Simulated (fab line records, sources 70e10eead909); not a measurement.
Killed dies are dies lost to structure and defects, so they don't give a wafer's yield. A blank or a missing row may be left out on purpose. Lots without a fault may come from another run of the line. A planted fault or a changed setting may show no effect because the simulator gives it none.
Which tool did it? | flow nand_harc | 13 lots, 38 wafers sampled, at 5 steps of a route of 1159

WHAT THE GAUGES READ, wafer by wafer
NHARC_END_SORT_01.
lot  | measured     | on        | killed_at_array | killed_at_other | killed_at_periphery | killed_dies | killed_open | killed_short
L145 | day 24 22:54 | prober-01 | 36 30 35        | 1 0 0           | 2 0 3               | 39 30 38    | 2 0 4       | 1 2 1

WHICH TOOL RAN EACH LOT (tool, then ch and the chambers of the sampled wafers, then the start)
lot  | NHARC_A_CONTACT_DESCUM_47          | NHARC_A_CONTACT_ETCH_50            | NHARC_A_CONTACT_ETCH_114             | NHARC_A_CONTACT_ETCH_116
L135 | rie_diel-04 ch 0,3, day 18 00:17   | rie_diel-04 ch 0,1,2, day 18 00:48 | har_cap_etch-01 ch 1, day 18 01:55   | har_cap_etch-01 ch 1, day 18 02:06
L136 | rie_diel-11 ch 1,2,3, day 18 04:44 | rie_diel-11 ch 1,2,3, day 18 05:22 | har_cap_etch-02 ch 0,1, day 18 06:30 | har_cap_etch-02 ch 0,1, day 18 06:41
L137 | rie_diel-04 ch 1,2,3, day 18 11:12 | rie_diel-04 ch 0,3, day 18 11:43   | har_cap_etch-03 ch 0,1, day 18 12:51 | har_cap_etch-03 ch 0,1, day 18 13:02
L139 | rie_diel-04 ch 1,2, day 18 16:19   | rie_diel-04 ch 0,1, day 18 16:50   | har_cap_etch-01 ch 0,1, day 18 18:22 | har_cap_etch-01 ch 0,1, day 18 18:40
L138 | rie_diel-11 ch 0,2, day 18 22:10   | rie_diel-11 ch 1,2,3, day 18 22:42 | har_cap_etch-01 ch 0,1, day 18 23:49 | har_cap_etch-01 ch 0,1, day 18 23:59
L142 | rie_diel-11 ch 1,2,3, day 20 14:02 | rie_diel-11 ch 0,1,3, day 20 14:34 | har_cap_etch-01 ch 0,1, day 20 15:41 | har_cap_etch-01 ch 0,1, day 20 15:52
L145 | rie_diel-04 ch 0,2,3, day 20 23:47 | rie_diel-04 ch 0,2,3, day 21 00:29 | har_cap_etch-02 ch 0,1, day 21 01:46 | har_cap_etch-02 ch 0,1, day 21 01:56
L147 | rie_diel-11 ch 3, day 21 22:49     | rie_diel-11 ch 0,1, day 21 23:43   | har_cap_etch-02 ch 0,1, day 22 00:51 | har_cap_etch-02 ch 0,1, day 22 01:02
L152 | rie_diel-11 ch 1,2,3, day 22 08:23 | rie_diel-11 ch 2,3, day 22 08:56   | har_cap_etch-03 ch 0,1, day 22 10:05 | har_cap_etch-03 ch 0,1, day 22 10:16
L154 | rie_diel-04 ch 0,1,3, day 23 05:10 | rie_diel-04 ch 0,1, day 23 05:41   | har_cap_etch-02 ch 0,1, day 23 06:48 | har_cap_etch-02 ch 0,1, day 23 06:59
L157 | rie_diel-04 ch 0,1,3, day 23 13:47 | rie_diel-04 ch 1,2,3, day 23 14:22 | har_cap_etch-02 ch 0,1, day 23 15:31 | har_cap_etch-02 ch 0,1, day 23 15:41
L156 | rie_diel-13 ch 1,2,3, day 23 15:02 | rie_diel-13 ch 0,1, day 23 15:32   | har_cap_etch-01 ch 0,1, day 23 16:39 | har_cap_etch-01 ch 0,1, day 23 16:50
L155 | rie_diel-13 ch 1,2,3, day 24 00:11 | rie_diel-13 ch 0,2,3, day 24 00:51 | har_cap_etch-02 ch 0,1, day 24 02:09 | har_cap_etch-02 ch 0,1, day 24 02:20
- NHARC_A_CONTACT_DESCUM_47: chemistry O2, time 3 s.
- NHARC_A_CONTACT_ETCH_50: etches the open film in CF4/CHF3, target depth 84.7 nm, time 42.4 s.
- NHARC_A_CONTACT_ETCH_114: etches the open film in C4F8/O2/Ar, time 94 s, target depth 922 nm.
- NHARC_A_CONTACT_ETCH_116: etches the open film in C4F8/O2/Ar, time 94 s, target depth 922 nm.

WHAT THE TOOLS THEMSELVES READ (means of the sampled wafers that have a number; where no wafer has one, the mark that the record gives instead)
NHARC_A_CONTACT_DESCUM_47.
lot  | tool        | drypump_motor_current_A (A) | oes_product_au (a.u.) | rf_vpp_V (V) | showerhead_plenum_p_Torr (Torr) | throttle_valve_pct (%)
L135 | rie_diel-04 | 5.2                         | 0.995                 | 57.3         | 1.88                            | 11.315
L136 | rie_diel-11 | 5.7                         | 1.011                 | 58.7         | 1.88                            | 11.313
L137 | rie_diel-04 | 5.5                         | 0.997                 | 56.8         | 1.90                            | 11.313
L139 | rie_diel-04 | 5.7                         | 1.005                 | 58.7         | 1.89                            | 11.305
L138 | rie_diel-11 | 5.7                         | 1.011                 | 57.6         | 1.83                            | 11.303
L142 | rie_diel-11 | 5.7                         | 1.008                 | 58.2         | 1.88                            | 11.318
L145 | rie_diel-04 | 5.4                         | 0.992                 | 58.1         | 1.86                            | 11.310
L147 | rie_diel-11 | 5.8                         | 1.007                 | 57.8         | 1.85                            | 11.308
L152 | rie_diel-11 | 5.7                         | 1.000                 | 56.7         | 1.87                            | 11.307
L154 | rie_diel-04 | 5.5                         | 0.993                 | 57.9         | 1.86                            | 11.320
L157 | rie_diel-04 | 5.5                         | 0.995                 | 57.6         | 1.86                            | 11.307
L156 | rie_diel-13 | 5.9                         | 1.001                 | 57.3         | 1.89                            | 11.311
L155 | rie_diel-13 | 5.8                         | 1.006                 | 57.9         | 1.88                            | 11.329

NHARC_A_CONTACT_ETCH_50.
lot  | tool        | drypump_motor_current_A (A) | oes_product_au (a.u.) | rf_vpp_V (V) | run_length_s (s) | showerhead_plenum_p_Torr (Torr) | throttle_valve_pct (%)
L135 | rie_diel-04 | 5.67                        | 0.983                 | 369.9        | 64.0             | 1.53                            | 16.802
L136 | rie_diel-11 | 5.72                        | 0.962                 | 369.2        | 63.9             | 1.55                            | 16.802
L137 | rie_diel-04 | 5.36                        | 0.967                 | 367.9        | 63.3             | 1.51                            | 16.803
L139 | rie_diel-04 | 5.67                        | 0.975                 | 368.8        | 63.6             | 1.51                            | 16.795
L138 | rie_diel-11 | 5.73                        | 0.969                 | 369.4        | 63.8             | 1.55                            | 16.794
L142 | rie_diel-11 | 5.64                        | 0.983                 | 369.2        | 63.8             | 1.53                            | 16.806
L145 | rie_diel-04 | 5.38                        | 0.941                 | 369.3        | 63.6             | 1.54                            | 16.800
L147 | rie_diel-11 | 5.60                        | 0.958                 | 368.1        | 57.5             | 1.52                            | 16.817
L152 | rie_diel-11 | 5.75                        | 0.923                 | 368.0        | 61.3             | 1.52                            | 16.795
L154 | rie_diel-04 | 5.66                        | 0.972                 | 368.1        | 63.5             | 1.50                            | 16.805
L157 | rie_diel-04 | 5.48                        | 0.974                 | 370.3        | 63.7             | 1.56                            | 16.805
L156 | rie_diel-13 | 5.38                        | 0.971                 | 369.7        | 63.5             | 1.54                            | 16.793
L155 | rie_diel-13 | 5.88                        | 0.924                 | 371.2        | 63.7             | 1.57                            | 16.802

THE ANSWER, worked out from the rows above alone
Rule: what is usual is taken from the lots themselves. Put in order of their means at a reading, lots are off if they are a third of the lots or fewer, leave a main group of 4 or more, and stand apart from it by a gap of 3 or more times the standard deviation of the main group's means; of several such gaps the widest counts. A main group whose means are all the same, to the digits that the tables above print for the reading, isn't used. A lot without any number at a reading at which 4 lots or more have one is off too. The other lots that the step has rows for count as sound. The gauges are gone through in route order, then the tools' own readings, and for those a lot's mean is taken as printed above. The first step at which some lot is off is used, and at that step the reading that is off furthest; a lot without a number counts as furthest.
Off: L147, L152, at NHARC_A_CONTACT_ETCH_50 (run_length_s). The main group: mean 63.7 s, standard deviation 0.19.
A tool fits if, at that step or a process step before it, it ran every lot that is off, and no sound lot after the first of them. One fits: rie_diel-11 at NHARC_A_CONTACT_DESCUM_47 and NHARC_A_CONTACT_ETCH_50. At NHARC_A_CONTACT_DESCUM_47 its last sound lot is L142 (day 20 14:02), its first lot that is off L147 (day 21 22:49): a fault that began between those two fits.

WHAT THE SIMULATOR HAD PUT IN
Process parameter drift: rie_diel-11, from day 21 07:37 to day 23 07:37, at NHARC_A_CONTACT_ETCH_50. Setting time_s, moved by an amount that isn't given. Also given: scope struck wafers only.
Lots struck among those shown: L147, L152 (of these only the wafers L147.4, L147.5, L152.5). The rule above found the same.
